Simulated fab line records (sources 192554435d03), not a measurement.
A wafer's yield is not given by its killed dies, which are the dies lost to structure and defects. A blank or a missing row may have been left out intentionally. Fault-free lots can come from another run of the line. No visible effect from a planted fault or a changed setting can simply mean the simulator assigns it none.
Split-lot study | flow n5_finfet | 7 lots, 39 wafers read, on a route of 1938 steps

== THE SPLIT ITSELF ==
At N5_BEOL_M8_ILD_DEP_00 (deposits SiCOH lowk from DEMS/porogen, target thk 179.75 nm, time 33.4 s), the setting target_thk_a was moved away from the recipe's 1797.5 angstrom on 9 of the 39 wafers read, by -42.3% to +58.3%. For the rest of the wafers, this setting stayed at what the recipe calls for.

== SPLIT TO READING: what lies between them in the file, 1 step ==
- N5_BEOL_M8_CURE_74: cures SiCOH lowk, time 240 s

== THE READING ==
M8_ILD_THK in nanometres, read at N5_BEOL_M8_THK_MEAS_01. Typical for fault-free wafers on this fab line: 154.0 nm, with standard deviation 2.1 nm.

wafer  | tool, chamber at the split | target_thk_a as run, angstrom | against the recipe | M8_ILD_THK, nm | against lot-mates on the recipe
L074.1 | pecvd-04, 1                | 1797.5                        | recipe             | 150.3          | -
L074.2 | pecvd-04, 0                | 1797.5                        | recipe             | 149.7          | -
L074.3 | pecvd-04, 0                | 1797.5                        | recipe             | 151.6          | -
L074.4 | pecvd-04, 1                | 1797.5                        | recipe             | 153.1          | -
L074.5 | pecvd-04, 1                | 1797.5                        | recipe             | 152.8          | -
L074.6 | pecvd-04, 0                | 1797.5                        | recipe             | 153.5          | -
L079.3 | pecvd-02, 0                | 1797.5                        | recipe             | 158.6          | -
L079.5 | pecvd-02, 1                | 1797.5                        | recipe             | 159.6          | -
L079.6 | pecvd-02, 2                | 1797.5                        | recipe             | 157.4          | -
L082.1 | pecvd-01, 0                | 1797.5                        | recipe             | 152.7          | -
L082.2 | pecvd-01, 1                | 1797.5                        | recipe             | 151.5          | -
L082.3 | pecvd-01, 2                | 2846                          | +58.3%             | 244.6          | +91.1
L082.4 | pecvd-01, 2                | 1797.5                        | recipe             | 156.4          | -
L082.5 | pecvd-01, 1                | 2846                          | +58.3%             | 248.3          | +94.8
L082.6 | pecvd-01, 0                | 2846                          | +58.3%             | 247.3          | +93.8
L084.1 | pecvd-02, 2                | 1797.5                        | recipe             | 150.9          | -
L084.2 | pecvd-02, 1                | 1797.5                        | recipe             | 152.7          | -
L084.3 | pecvd-02, 1                | 1797.5                        | recipe             | 154.3          | -
L084.4 | pecvd-02, 2,1              | 1797.5                        | recipe             | 154.6          | -
L084.5 | pecvd-02, 2,1              | 1797.5                        | recipe             | 154.9          | -
L084.6 | pecvd-02, 2                | 1797.5                        | recipe             | 152.7          | -
L085.1 | pecvd-02, 0                | 1797.5                        | recipe             | 154.3          | -
L085.2 | pecvd-02, 1                | 1797.5                        | recipe             | 151.1          | -
L085.3 | pecvd-02, 1,0              | 2548                          | +41.8%             | 222.4          | +68.4
L085.4 | pecvd-02, 1,0              | 2548                          | +41.8%             | 222.5          | +68.5
L085.5 | pecvd-02, 0                | 1797.5                        | recipe             | 156.6          | -
L085.6 | pecvd-02, 1                | 2548                          | +41.8%             | 224.4          | +70.4
L089.1 | pecvd-02, 1                | 1797.5                        | recipe             | 156.5          | -
L089.2 | pecvd-02, 2                | 1797.5                        | recipe             | 154.7          | -
L089.3 | pecvd-02, 0                | 1797.5                        | recipe             | 153.9          | -
L089.4 | pecvd-02, 0                | 1797.5                        | recipe             | 155.5          | -
L089.5 | pecvd-02, 1                | 1797.5                        | recipe             | 154.6          | -
L089.6 | pecvd-02, 2                | 1797.5                        | recipe             | 154.3          | -
L094.1 | pecvd-01, 0                | 1797.5                        | recipe             | 153.0          | -
L094.2 | pecvd-01, 1                | 1037                          | -42.3%             | 86.0           | -68.7
L094.3 | pecvd-01, 2                | 1037                          | -42.3%             | 88.4           | -66.3
L094.4 | pecvd-01, 0                | 1037                          | -42.3%             | 88.3           | -66.4
L094.5 | pecvd-01, 1                | 1797.5                        | recipe             | 153.9          | -
L094.6 | pecvd-01, 2                | 1797.5                        | recipe             | 157.1          | -
The file does not say which wafer passed through which chamber wherever a row lists several chambers: such a row stands for several wafers.

FIT RESULTS
A straight line over all 39 wafers: M8_ILD_THK changes by +1.6 nm for each +1% of target_thk_a; r = +1.00; the points scatter about the line by 2.3 nm.
The same after taking each lot's own level away (the mean of its wafers on the recipe; 39 wafers): +1.61 nm for each +1%; r = +1.00; scatter 1.6 nm.
According to that fit, moving target_thk_a by its largest amount changes the reading by 94 nm.
The lots' own levels span 151.83 to 158.53 nm, that is 3.2 times the standard deviation above.
So the lot-to-lot level changes the slope little: the two slopes agree.
Check: with one of the wafers moved furthest among these (+58.3%) left out of the fit, the line predicts +94.5 nm for it against its lot-mates. Against them it came out at +91.1 nm.

== OTHER SPLITS APPLIED TO THESE WAFERS ==
Note: prior to the reading, these wafers also went through further splits. Each is held against what the fit with the lots' levels taken away leaves over:
other split on the same wafers    | wafers away from the commonest value | r with M8_ILD_THK (lot level and that fit taken away)
N5_BEOL_M4_ETCH_70 time_s         | 15                                   | -0.25
N5_BEOL_M6_ETCH_66 target_depth_a | 18                                   | -0.39

== THE WHOLE CHAIN: every reading that the file lists as answering this split, in the file's order ==
step                   | what it does                                                             | reading                                                                                  | change (the file's fit)              | r (the file's)
N5_BEOL_M8_ILD_DEP_00  | deposits SiCOH lowk from DEMS/porogen, target thk 179.75 nm, time 33.4 s | SiCOH_lowk_of_BEOL_M8_ILD_DEP_00.thk_nm (the simulator's own value, which no gauge read) | +1.84 nm for each +1% of the setting | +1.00
N5_BEOL_M8_CURE_74     | cures SiCOH lowk, time 240 s                                             | SiCOH_lowk_of_BEOL_M8_ILD_DEP_00.thk_nm (the simulator's own value, which no gauge read) | +1.61 nm for each +1% of the setting | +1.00
N5_BEOL_M8_THK_MEAS_01 |                                                                          | M8_ILD_THK                                                                               | +1.61 for each +1% of the setting    | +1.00

== THE FILE'S OWN FIT ==
M8_ILD_THK changes by +1.61 nm for each +1% of target_thk_a, r = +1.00.
